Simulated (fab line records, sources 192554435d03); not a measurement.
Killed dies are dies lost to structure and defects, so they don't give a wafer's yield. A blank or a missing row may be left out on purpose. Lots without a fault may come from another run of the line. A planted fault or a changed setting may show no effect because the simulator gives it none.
Split-lot experiment | flow n5_finfet | 7 lots, 21 wafers read, on a route of 1938 steps

THE SPLIT
At N5_FIN_SAQP_EXPOSE_13 (exposes mask FIN CORE, target cd 35.6 nm), the setting dose_mj was moved away from the recipe's 63.25 on 7 of the 21 wafers read, by -7.4% to +3.4%. The other wafers ran this setting at the recipe's value.

FROM THE SPLIT TO THE READING: what the file shows between them, 2 steps
- N5_FIN_SAQP_PEB_14: peb time 60 s
- N5_FIN_SAQP_DEVELOP_15: develop time 30 s

THE READING
cd_nm, in nm, at N5_FIN_SAQP_CD_MEAS_16 (target cd 35.6 nm). Fault-free wafers of this fab line usually give 35.6 nm, standard deviation 0.33 nm.

wafer  | tool, chamber at the split | dose_mj as run | against the recipe | cd_nm, nm | against lot-mates on the recipe
L079.4 | arfi_scanner-02, 0         | 63.25          | recipe             | 35.8      | -
L079.5 | arfi_scanner-02, 0         | 63.25          | recipe             | 36.0      | -
L079.6 | arfi_scanner-02, 0         | 63.25          | recipe             | 35.5      | -
L080.3 | arfi_scanner-02, 0         | 65.42          | +3.4%              | 34.6      | -0.9
L080.4 | arfi_scanner-02, 0         | 63.25          | recipe             | 35.5      | -
L080.5 | arfi_scanner-02, 0         | 65.42          | +3.4%              | 34.1      | -1.4
L081.1 | arfi_scanner-02, 0         | 63.25          | recipe             | 36.3      | -
L081.2 | arfi_scanner-02, 0         | 63.25          | recipe             | 35.7      | -
L081.4 | arfi_scanner-02, 0         | 60.29          | -4.7%              | 36.6      | +0.6
L084.2 | arfi_scanner-03, 0         | 63.25          | recipe             | 35.7      | -
L084.3 | arfi_scanner-03, 0         | 63.25          | recipe             | 36.2      | -
L084.5 | arfi_scanner-03, 0         | 63.25          | recipe             | 35.4      | -
L085.2 | arfi_scanner-02, 0         | 63.25          | recipe             | 35.7      | -
L085.5 | arfi_scanner-02, 0         | 61.85          | -2.2%              | 36.5      | +0.8
L085.6 | arfi_scanner-02, 0         | 63.25          | recipe             | 35.6      | -
L090.1 | arfi_scanner-03, 0         | 63.25          | recipe             | 35.6      | -
L090.2 | arfi_scanner-03, 0         | 61.56          | -2.7%              | 36.4      | +0.8
L090.5 | arfi_scanner-03, 0         | 61.56          | -2.7%              | 36.3      | +0.7
L092.1 | arfi_scanner-03, 0         | 63.25          | recipe             | 35.7      | -
L092.3 | arfi_scanner-03, 0         | 58.55          | -7.4%              | 37.8      | +2.0
L092.5 | arfi_scanner-03, 0         | 63.25          | recipe             | 35.9      | -

THE FIT
A straight line over all 21 wafers: cd_nm changes by -0.289 nm for each +1% of dose_mj; r = -0.93; the points scatter about the line by 0.29 nm.
The same after taking each lot's own level away (the mean of its wafers on the recipe; 21 wafers): -0.266 nm for each +1%; r = -0.92; scatter 0.27 nm.
On that fit, the largest move of dose_mj shifts the reading by 2 nm.
The lots' own levels span 35.50 to 36.00 nm, that is 1.5 times the standard deviation above.
So the lot-to-lot level changes the slope little: the two slopes agree.
Check: with one of the wafers moved furthest among these (-7.4%) left out of the fit, the line predicts +1.89 nm for it against its lot-mates. It came out at +2 nm against them.

OTHER SPLITS ON THESE WAFERS
These wafers also went through other splits before the reading. Each is held against what the fit with the lots' levels taken away leaves over:
other split on the same wafers        | wafers away from the commonest value | r with cd_nm (lot level and that fit taken away)
N5_WELL_APT_PEB_23 peb_temp_c         | 6                                    | -0.39
N5_WELL_APT_DEVELOP_24 develop_time_s | 8                                    | +0.01

THE FILE'S OWN FIT
cd_nm changes by -0.256 nm for each +1% of dose_mj, r = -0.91.
